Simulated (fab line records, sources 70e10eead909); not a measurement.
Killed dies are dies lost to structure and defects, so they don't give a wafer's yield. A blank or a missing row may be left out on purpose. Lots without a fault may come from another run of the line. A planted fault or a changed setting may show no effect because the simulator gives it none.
Which tool did it? | flow nand_harc | 24 lots, 72 wafers sampled, at 6 steps of a route of 1159

WHAT THE GAUGES READ, wafer by wafer
NHARC_P_BONDPAD_CD_MEAS_09: target cd 500 nm.
lot  | measured     | on        | cd_nm (nm)
L074 | day 6 19:14  | cd_sem-02 | 498.5 497.7 498.4
L075 | day 6 22:18  | cd_sem-03 | 501.2 498.5 500.7
L077 | day 7 01:34  | cd_sem-01 | 500.3 499.3 500.4
L078 | day 7 03:12  | cd_sem-03 | 502.0 502.3 502.9
L076 | day 7 09:16  | cd_sem-02 | 498.7 500.0 500.0
L079 | day 7 15:26  | cd_sem-03 | 504.1 502.3 502.0
L080 | day 7 21:49  | cd_sem-02 | 498.1 501.1 499.6
L081 | day 8 03:08  | cd_sem-03 | 498.7 498.9 499.6
L082 | day 8 12:52  | cd_sem-02 | 502.9 503.8 500.7
L083 | day 8 16:56  | cd_sem-02 | 499.3 501.6 502.1
L084 | day 8 18:05  | cd_sem-01 | 499.5 500.0 500.4
L085 | day 9 06:47  | cd_sem-01 | 498.2 501.0 501.0
L086 | day 9 17:38  | cd_sem-02 | 500.7 498.6 499.3
L088 | day 9 18:25  | cd_sem-03 | 500.1 498.6 498.2
L087 | day 9 19:35  | cd_sem-01 | 501.7 501.8 503.0
L089 | day 10 11:04 | cd_sem-01 | 499.1 500.8 499.3
L091 | day 10 11:33 | cd_sem-02 | 500.1 500.8 499.3
L090 | day 10 12:13 | cd_sem-02 | 499.0 500.2 501.2
L093 | day 11 03:51 | cd_sem-02 | 502.4 503.9 502.3
L092 | day 11 04:19 | cd_sem-02 | 500.0 498.4 502.0
L094 | day 11 05:54 | cd_sem-02 | 497.3 497.9 499.2
L095 | day 11 13:37 | cd_sem-01 | 499.9 504.2 502.8
L096 | day 11 14:21 | cd_sem-03 | 501.4 503.2 502.1
L097 | day 12 05:44 | cd_sem-01 | 501.1 501.2 501.0

NHARC_A_SOURCE_PLATE_INSPECT_08.
lot  | measured     | on                | raw_defect_count
L074 | day 8 01:23  | defect_inspect-01 | 35 78 74
L075 | day 8 01:22  | defect_inspect-02 | 42 43 48
L077 | day 8 01:25  | defect_inspect-01 | 61 62 46
L078 | day 8 01:23  | defect_inspect-02 | 46 64 36
L076 | day 8 12:03  | defect_inspect-01 | 115 88 65
L079 | day 8 17:16  | defect_inspect-02 | 83 54 62
L080 | day 8 23:54  | defect_inspect-02 | 71 37 73
L081 | day 9 05:49  | defect_inspect-01 | 43 72 56
L082 | day 9 14:50  | defect_inspect-02 | 43 41 38
L083 | day 9 21:11  | defect_inspect-02 | 79 117 70
L084 | day 9 21:11  | defect_inspect-02 | 72 38 58
L085 | day 10 10:43 | defect_inspect-01 | 41 71 29
L086 | day 10 20:49 | defect_inspect-01 | 106 47 100
L088 | day 10 20:49 | defect_inspect-02 | 101 120 69
L087 | day 10 20:53 | defect_inspect-02 | 111 73 66
L089 | day 11 13:16 | defect_inspect-02 | 32 60 79
L091 | day 11 13:18 | defect_inspect-02 | 78 86 97
L090 | day 11 13:17 | defect_inspect-01 | 59 65 41
L093 | day 12 05:58 | defect_inspect-01 | 47 56 47
L092 | day 12 05:59 | defect_inspect-02 | 64 83 45
L094 | day 12 05:57 | defect_inspect-02 | 47 43 33
L095 | day 12 15:38 | defect_inspect-02 | 41 70 85
L096 | day 12 15:38 | defect_inspect-01 | 87 62 62
L097 | day 13 13:30 | defect_inspect-02 | 58 37 70

NHARC_A_ONON_D1_THK_MEAS_24: measures by ellipsometry.
lot  | measured     | on            | thk_nm (nm)
L074 | day 8 15:10  | film_metro-01 | 999 1000 1000
L075 | day 8 15:01  | film_metro-02 | 1006 1006 1008
L077 | day 8 15:23  | film_metro-01 | 1000 1001 998
L078 | day 8 15:17  | film_metro-02 | 1002 1001 1002
L076 | day 9 02:38  | film_metro-02 | 1001 1003 1003
L079 | day 9 02:40  | film_metro-01 | 1015 1014 1013
L080 | day 9 11:02  | film_metro-01 | 998 1000 999
L081 | day 9 16:52  | film_metro-01 | 1010 1010 1009
L082 | day 10 01:59 | film_metro-02 | 1012 1009 1009
L083 | day 10 09:37 | film_metro-02 | 996 996 995
L084 | day 10 09:37 | film_metro-01 | 986 988 989
L085 | day 10 23:03 | film_metro-01 | 984 984 984
L086 | day 11 08:49 | film_metro-01 | 982 981 980
L088 | day 11 08:51 | film_metro-01 | 980 983 981
L087 | day 11 08:49 | film_metro-02 | 1006 1004 1007
L089 | day 12 00:22 | film_metro-01 | 989 989 990
L091 | day 12 00:25 | film_metro-02 | 1005 1005 1004
L090 | day 12 00:23 | film_metro-02 | 1017 1016 1017
L093 | day 12 17:15 | film_metro-02 | 995 996 995
L092 | day 12 17:22 | film_metro-01 | 999 998 1001
L094 | day 12 17:07 | film_metro-01 | 991 992 994
L095 | day 13 02:56 | film_metro-01 | 984 987 985
L096 | day 13 02:54 | film_metro-01 | 1004 1002 1005
L097 | day 14 02:58 | film_metro-02 | 1016 1014 1013

NHARC_A_ONON_D1_THK_MEAS_27: measures by ellipsometry.
lot  | measured     | on            | thk_nm (nm)
L074 | day 8 15:44  | film_metro-02 | 991 990 992
L075 | day 8 15:35  | film_metro-01 | 986 985 985
L077 | day 8 15:58  | film_metro-01 | 990 992 991
L078 | day 8 15:51  | film_metro-02 | 979 978 977
L076 | day 9 03:13  | film_metro-01 | 992 991 994
L079 | day 9 03:14  | film_metro-02 | 1007 1006 1007
L080 | day 9 11:37  | film_metro-01 | 1002 999 1000
L081 | day 9 17:26  | film_metro-01 | 981 982 981
L082 | day 10 02:33 | film_metro-02 | 994 995 991
L083 | day 10 10:10 | film_metro-02 | 1024 1027 1026
L084 | day 10 10:11 | film_metro-01 | 1004 1004 1003
L085 | day 10 23:37 | film_metro-01 | 986 988 988
L086 | day 11 09:23 | film_metro-01 | 989 991 990
L088 | day 11 09:25 | film_metro-01 | 992 992 990
L087 | day 11 09:23 | film_metro-01 | 988 986 986
L089 | day 12 00:56 | film_metro-01 | 1011 1013 1012
L091 | day 12 00:59 | film_metro-01 | 1021 1022 1021
L090 | day 12 00:58 | film_metro-02 | 995 993 994
L093 | day 12 17:49 | film_metro-01 | 1000 1002 1001
L092 | day 12 17:58 | film_metro-02 | 1003 1004 1004
L094 | day 12 17:43 | film_metro-02 | 1009 1012 1009
L095 | day 13 03:30 | film_metro-02 | 994 992 992
L096 | day 13 03:28 | film_metro-01 | 1002 1000 999
L097 | day 14 03:32 | film_metro-02 | 1017 1019 1019

WHICH TOOL RAN EACH LOT (tool, then ch and the chambers of the sampled wafers, then the start)
lot  | NHARC_P_M1_PVD_20                       | NHARC_P_BONDPAD_ETCH_37
L074 | pvd_sputter-02, day 6 19:14 or earlier  | rie_diel-04 ch 0,1,2, day 6 19:32
L075 | pvd_sputter-01, day 6 22:18 or earlier  | rie_diel-11 ch 1,2,3, day 6 22:37
L077 | pvd_sputter-02, day 7 01:34 or earlier  | rie_diel-04 ch 1,2,3, day 7 01:52
L078 | pvd_sputter-02, day 7 03:12 or earlier  | rie_diel-11 ch 0,1, day 7 03:29
L076 | pvd_sputter-02, day 7 09:16 or earlier  | rie_diel-04 ch 0,1,3, day 7 09:33
L079 | pvd_sputter-03, day 7 15:26 or earlier  | rie_diel-04 ch 0,2,3, day 7 15:44
L080 | pvd_sputter-02, day 7 21:49 or earlier  | rie_diel-04 ch 0,1,2, day 7 22:08
L081 | pvd_sputter-02, day 8 03:08 or earlier  | rie_diel-04 ch 0,1,2, day 8 03:27
L082 | pvd_sputter-03, day 8 12:52 or earlier  | rie_diel-04 ch 0,2,3, day 8 13:10
L083 | pvd_sputter-02, day 8 16:56 or earlier  | rie_diel-04 ch 0,1,2, day 8 17:14
L084 | pvd_sputter-02, day 8 18:05 or earlier  | rie_diel-04 ch 0,1,2, day 8 18:32
L085 | pvd_sputter-03, day 9 06:47 or earlier  | rie_diel-04 ch 1,2,3, day 9 07:05
L086 | pvd_sputter-01, day 9 17:38 or earlier  | rie_diel-04 ch 1,3, day 9 17:56
L088 | pvd_sputter-03, day 9 18:25 or earlier  | rie_diel-04 ch 0,3, day 9 18:43
L087 | pvd_sputter-01, day 9 19:35 or earlier  | rie_diel-12 ch 2,3, day 9 19:52
L089 | pvd_sputter-03, day 10 11:04 or earlier | rie_diel-04 ch 0,1,2, day 10 11:21
L091 | pvd_sputter-01, day 10 11:33 or earlier | rie_diel-04 ch 0,2,3, day 10 11:51
L090 | pvd_sputter-03, day 10 12:13 or earlier | rie_diel-04 ch 0,2,3, day 10 12:31
L093 | pvd_sputter-03, day 11 03:51 or earlier | rie_diel-04 ch 0,1,3, day 11 04:09
L092 | pvd_sputter-01, day 11 04:19 or earlier | rie_diel-11 ch 0,1,2, day 11 04:37
L094 | pvd_sputter-01, day 11 05:54 or earlier | rie_diel-04 ch 0,1,2, day 11 06:12
L095 | pvd_sputter-02, day 11 13:37 or earlier | rie_diel-04 ch 1,2,3, day 11 13:55
L096 | pvd_sputter-03, day 11 14:21 or earlier | rie_diel-04 ch 1,2,3, day 11 14:39
L097 | pvd_sputter-01, day 12 05:44 or earlier | rie_diel-04 ch 0,2,3, day 12 06:02
- NHARC_P_M1_PVD_20: deposits TaN, target thk 5 nm, time 8.06 s.
- NHARC_P_BONDPAD_ETCH_37: etches the open film in N2/H2, target depth 60 nm, overetch 18 nm, time 65.91 s.

WHAT THE TOOLS THEMSELVES READ (means of the sampled wafers that have a number; where no wafer has one, the mark that the record gives instead)
NHARC_P_M1_PVD_20.
lot  | tool           | cathode_dc_power_W (W) | throttle_valve_pct (%)
L074 | pvd_sputter-02 | 14998                  | 29.1
L075 | pvd_sputter-01 | 14998                  | 30.1
L077 | pvd_sputter-02 | 15001                  | 29.1
L078 | pvd_sputter-02 | 15001                  | 29.8
L076 | pvd_sputter-02 | 15003                  | 29.0
L079 | pvd_sputter-03 | 15000                  | 29.7
L080 | pvd_sputter-02 | 15002                  | 29.8
L081 | pvd_sputter-02 | 15005                  | 28.3
L082 | pvd_sputter-03 | 15000                  | 29.4
L083 | pvd_sputter-02 | 14999                  | 29.2
L084 | pvd_sputter-02 | 14999                  | 29.1
L085 | pvd_sputter-03 | 14998                  | 29.5
L086 | pvd_sputter-01 | 14996                  | 29.4
L088 | pvd_sputter-03 | 15001                  | 29.4
L087 | pvd_sputter-01 | 15000                  | 29.4
L089 | pvd_sputter-03 | 15000                  | 28.7
L091 | pvd_sputter-01 | 15000                  | 29.9
L090 | pvd_sputter-03 | 15001                  | 28.8
L093 | pvd_sputter-03 | 15000                  | 28.6
L092 | pvd_sputter-01 | 14998                  | 29.4
L094 | pvd_sputter-01 | 14999                  | 29.9
L095 | pvd_sputter-02 | 15001                  | 29.3
L096 | pvd_sputter-03 | 14997                  | 28.6
L097 | pvd_sputter-01 | 15002                  | 29.2

NHARC_P_BONDPAD_ETCH_37.
lot  | tool        | drypump_motor_current_A (A) | oes_product_au (a.u.) | rf_vpp_V (V) | showerhead_plenum_p_Torr (Torr) | throttle_valve_pct (%)
L074 | rie_diel-04 | 5.9                         | 0.994                 | 427.8        | 1.95                            | 14.173
L075 | rie_diel-11 | 6.3                         | 1.012                 | 431.5        | 2.07                            | 14.167
L077 | rie_diel-04 | 5.4                         | 0.997                 | 428.5        | 1.97                            | 14.170
L078 | rie_diel-11 | 6.1                         | 1.000                 | 428.2        | 1.96                            | 14.173
L076 | rie_diel-04 | 5.6                         | 0.997                 | 428.1        | 1.97                            | 14.179
L079 | rie_diel-04 | 5.9                         | 0.995                 | 426.5        | 1.91                            | 14.163
L080 | rie_diel-04 | 5.9                         | 0.997                 | 428.2        | 1.95                            | 14.166
L081 | rie_diel-04 | 5.9                         | 0.998                 | 428.4        | 1.95                            | 14.173
L082 | rie_diel-04 | 5.8                         | 1.004                 | 426.4        | 1.91                            | 14.172
L083 | rie_diel-04 | 5.9                         | 0.996                 | 428.1        | 1.95                            | 14.175
L084 | rie_diel-04 | 5.9                         | 1.006                 | 427.7        | 1.95                            | 14.173
L085 | rie_diel-04 | 5.4                         | 1.007                 | 428.5        | 1.97                            | 14.168
L086 | rie_diel-04 | 5.2                         | 1.001                 | 429.5        | 2.02                            | 14.164
L088 | rie_diel-04 | 5.6                         | 0.989                 | 427.8        | 1.93                            | 14.173
L087 | rie_diel-12 | 6.4                         | 1.003                 | 434.2        | 2.14                            | 14.172
L089 | rie_diel-04 | 5.9                         | 0.992                 | 428.2        | 1.95                            | 14.177
L091 | rie_diel-04 | 5.9                         | 0.987                 | 426.9        | 1.91                            | 14.165
L090 | rie_diel-04 | 5.9                         | 0.994                 | 427.3        | 1.91                            | 14.177
L093 | rie_diel-04 | 5.6                         | 0.992                 | 428.3        | 1.96                            | 14.174
L092 | rie_diel-11 | 6.1                         | 0.992                 | 428.9        | 2.00                            | 14.176
L094 | rie_diel-04 | 5.9                         | 1.000                 | 427.0        | 1.95                            | 14.161
L095 | rie_diel-04 | 5.4                         | 1.010                 | 428.6        | 1.97                            | 14.169
L096 | rie_diel-04 | 5.4                         | 1.010                 | 429.1        | 1.97                            | 14.173
L097 | rie_diel-04 | 5.9                         | 0.996                 | 427.2        | 1.91                            | 14.176

THE ANSWER, worked out from the rows above alone
Rule: what is usual is taken from the lots themselves. Put in order of their means at a reading, lots are off if they are a third of the lots or fewer, leave a main group of 4 or more, and stand apart from it by a gap of 3 or more times the standard deviation of the main group's means; of several such gaps the widest counts. A main group whose means are all the same, to the digits that the tables above print for the reading, isn't used. A lot without any number at a reading at which 4 lots or more have one is off too. The other lots that the step has rows for count as sound. The gauges are gone through in route order, then the tools' own readings, and for those a lot's mean is taken as printed above. The first step at which some lot is off is used, and at that step the reading that is off furthest; a lot without a number counts as furthest.
No lot is off at any reading shown: from this, nothing can be told.

WHAT THE SIMULATOR HAD PUT IN
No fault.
